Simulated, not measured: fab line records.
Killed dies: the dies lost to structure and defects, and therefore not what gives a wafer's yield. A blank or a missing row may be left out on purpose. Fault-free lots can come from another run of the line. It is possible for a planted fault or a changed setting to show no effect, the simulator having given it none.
Struck lot and sound lot, side by side || flow n5-finfet || 15 out of 1938 route steps
Sound: these wafers, L251.2, L251.4, L251.5. Struck: wafer L262.1; the same lot's L262.6 was not struck, so it is left out; see the end for the cause.
Each step with rows lists, per side, the tool, then ch with its chambers, then its first start. Under that, the readings that differ: sound wafers || struck wafers || difference of the means || sigmas: that difference in standard deviations of wafers without a fault.
alike: readings whose means differ by less than 2 such deviations, and words and numbers that are the same on both sides. not compared: withheld readings, readings that some wafer has no value for, bounds like >300 that may hide the same value, and numbers for which the record gives no deviation and whose values overlap.
The two part at a step that has a row with sigmas, a row that says differs or no value, or rows on one side only. Non-overlapping numbers with no deviation appear without sigmas and do not part them. A reading that every wafer of one side lacks parts them only if that side has two wafers or more.

first, 8 steps without rows for these wafers: N5_BEOL_M1_COAT_68 (time 60 s, resist thk 12 nm); N5_BEOL_M1_COAT_76 (time 60 s, resist thk 5 nm); N5_BEOL_M1_COAT_22 (resist thk 30 nm); N5_BEOL_M1_EBR_24; N5_BEOL_M1_SOFTBAKE_23 (time 60 s); N5_BEOL_M1_EXPOSE_25 (exposes mask V0, defocus 5 nm, target cd 24 nm); N5_BEOL_M1_PEB_26 (peb time 60 s); N5_BEOL_M1_DEVELOP_27 (develop time 30 s).
N5_BEOL_M1_CD_MEAS_28: target cd y 23.3 nm.
  sound on cd-sem-02 ch 0, day 7 04:57; struck on cd-sem-03 ch 0, day 9 19:44
  alike: cd-nm
N5_BEOL_M1_OVL_MEAS_29:
  sound on overlay-01 ch 0, day 7 04:59; struck on overlay-01 ch 0, day 9 19:46
  alike: V0_OVL
N5_BEOL_M1_INSPECT_30: inspects for defects (brightfield).
  sound on defect-inspect-01, day 7 05:02; struck on defect-inspect-01, day 9 19:49
  alike: raw-defect-count
N5_BEOL_M1_DESCUM_33: chemistry O2, time 7 s.
  sound on rie-diel-02 ch 0,3, day 7 05:28; struck on rie-diel-02 ch 2, day 9 19:52
{"reading": "drypump-motor-current-A (A)", "sound": "6.5 5.9 5.9", "struck": 5.3, "difference": -0.8, "sigmas": -2}
  alike: oes-product-au, rf-vpp-V, showerhead-plenum-p-Torr, throttle-valve-pct
  not compared: rf-hours-counter-h
N5_BEOL_M1_ETCH_77: etches underlayer in N2/H2, target depth 6.5 nm, time 5.2 s.
  sound on rie-diel-02 ch 0,3, day 7 05:31; struck on rie-diel-02 ch 2, day 9 19:54
{"reading": "drypump-motor-current-A (A)", "sound": "6.6 5.9 5.9", "struck": 5.2, "difference": -0.9, "sigmas": -3}
{"reading": "etch-rf-on-time-s (s)", "sound": "5.35 5.27 5.25", "struck": 4.07, "difference": -1.22, "sigmas": -8}
{"reading": "oes-product-au (a.u.)", "sound": "0.61 0.78 0.78", "struck": 0.89, "difference": "+0.17", "sigmas": "+2"}
  alike: rf-vpp-V, showerhead-plenum-p-Torr, throttle-valve-pct
  not compared: rf-hours-counter-h
N5_BEOL_M1_ETCH_69: etches SiARC in CF4, target depth 15.6 nm, time 26 s.
  sound on rie-diel-02 ch 0,3, day 7 05:31; struck on rie-diel-02 ch 2, day 9 19:55
{"reading": "drypump-motor-current-A (A)", "sound": "6.5 5.9 5.9", "struck": 5.2, "difference": -0.9, "sigmas": -3}
  alike: cf4-flow-sccm, etch-rf-on-time-s, oes-product-au, rf-vpp-V, showerhead-plenum-p-Torr, throttle-valve-pct
  not compared: rf-hours-counter-h
-- the record jumps here: 3 days lie between the struck wafers' starts before and after (it left off in module BEOL_M1 and takes up again in module BEOL_M4, whose first step shown is number 1111 of the route) --
N5_BEOL_M4_RC_MEAS_101:
  sound on prober-02 ch 0, day 8 23:05; struck on prober-02 ch 0, day 12 10:39
{"reading": "DIBL_N (mV/V)", "sound": "35.8 36.4 35.3", "struck": 40.2, "difference": "+4.4", "sigmas": "+2"}
{"reading": "IOFF_N (nA/um)", "sound": "0.14 0.15 0.14", "struck": 0.21, "difference": "+0.07", "sigmas": "+2"}
  alike: DIBL_P, IOFF_P, ION_N, ION_P, SS_N, SS_P, VT_N, VT_P

## WHERE THEY PART
At N5_BEOL_M1_DESCUM_33 first; at N5_BEOL_M4_RC_MEAS_101 last (within this record only).

WHY: the cause the simulator had injected
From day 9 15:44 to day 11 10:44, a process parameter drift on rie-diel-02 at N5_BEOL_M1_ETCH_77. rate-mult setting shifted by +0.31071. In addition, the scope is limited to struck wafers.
